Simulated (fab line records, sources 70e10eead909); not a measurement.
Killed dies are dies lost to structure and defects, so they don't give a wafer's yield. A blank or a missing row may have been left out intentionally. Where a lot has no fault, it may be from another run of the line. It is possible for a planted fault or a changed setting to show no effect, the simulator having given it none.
Comparing a struck lot with a sound one -- flow nand-harc -- 13 steps out of a route of 1302
Sound: wafers L220.2, L220.5, L220.6. Wafers struck: L216.1, L216.2, L216.4. The cause is named last.
Each step with rows lists, per side, the tool, then ch with its chambers, then its first start. Under that, the readings that differ: sound wafers -- struck wafers -- difference of the means -- sigmas: that difference in standard deviations of wafers without a fault.
alike: same words and numbers on both sides, and readings whose means sit less than 2 such deviations apart. not compared: any withheld reading, any reading some wafer has no value for, any bound like >300 that may hide the same value, and any number with overlapping values for which the record gives no deviation.
The two part at a step that has a row with sigmas, a row that says differs or no value, or rows on one side only. Non-overlapping numbers with no deviation appear without sigmas and do not part them. A reading that every wafer of one side lacks parts them only if that side has two wafers or more.

NHARC_A_STAIRCASE_CMP_472: polishes SiO2.
  sound on cmp-03 ch 0,1, day 25 00:31; struck on cmp-01 ch 0,2,3, day 23 09:10
  alike: motor-current-A
next, for these wafers, 1 step has no rows: NHARC_A_STAIRCASE_SRD_474.
NHARC_A_STAIRCASE_INSPECT_155:
  sound on defect-inspect-02, day 25 00:50; struck on defect-inspect-02, day 23 09:29
  alike: raw-defect-count
NHARC_A_SGD_CUT_DEP_00: deposits SiNx, target thk 50 nm.
  sound on pecvd-01 ch 0,2, day 25 00:56; struck on pecvd-03 ch 0,1,2, day 23 09:35
  alike: heater-power-w
then, 7 steps without rows for these wafers: NHARC_A_SGD_CUT_DEHYDRATE_01 (time 120 s); NHARC_A_SGD_CUT_HMDS_02 (time 30 s); NHARC_A_SGD_CUT_COAT_56 (time 75 s); NHARC_A_SGD_CUT_COAT_57 (time 65 s); NHARC_A_SGD_CUT_COAT_03 (resist thk 90 nm); NHARC_A_SGD_CUT_SOFTBAKE_04 (time 55 s); NHARC_A_SGD_CUT_EBR_05.
NHARC_A_SGD_CUT_EXPOSE_06: exposes mask SGD.
  sound on arfi-scanner-02 ch 0, day 25 01:29; struck on arfi-scanner-03, day 23 10:08
  no value came back on the struck wafers for exposure-dose-mJ-cm2, focus-offset-nm (nm), reticle-temp-C (C); on the sound wafers exposure-dose-mJ-cm2 reads 85.51 85.60 85.68
  alike: mask
then, 1 step without rows for these wafers: NHARC_A_SGD_CUT_PEB_07 (peb time 65 s).

== WHERE THEY PART ==
Within this record, at NHARC_A_SGD_CUT_EXPOSE_06 only.

WHY: whatever the simulator had introduced
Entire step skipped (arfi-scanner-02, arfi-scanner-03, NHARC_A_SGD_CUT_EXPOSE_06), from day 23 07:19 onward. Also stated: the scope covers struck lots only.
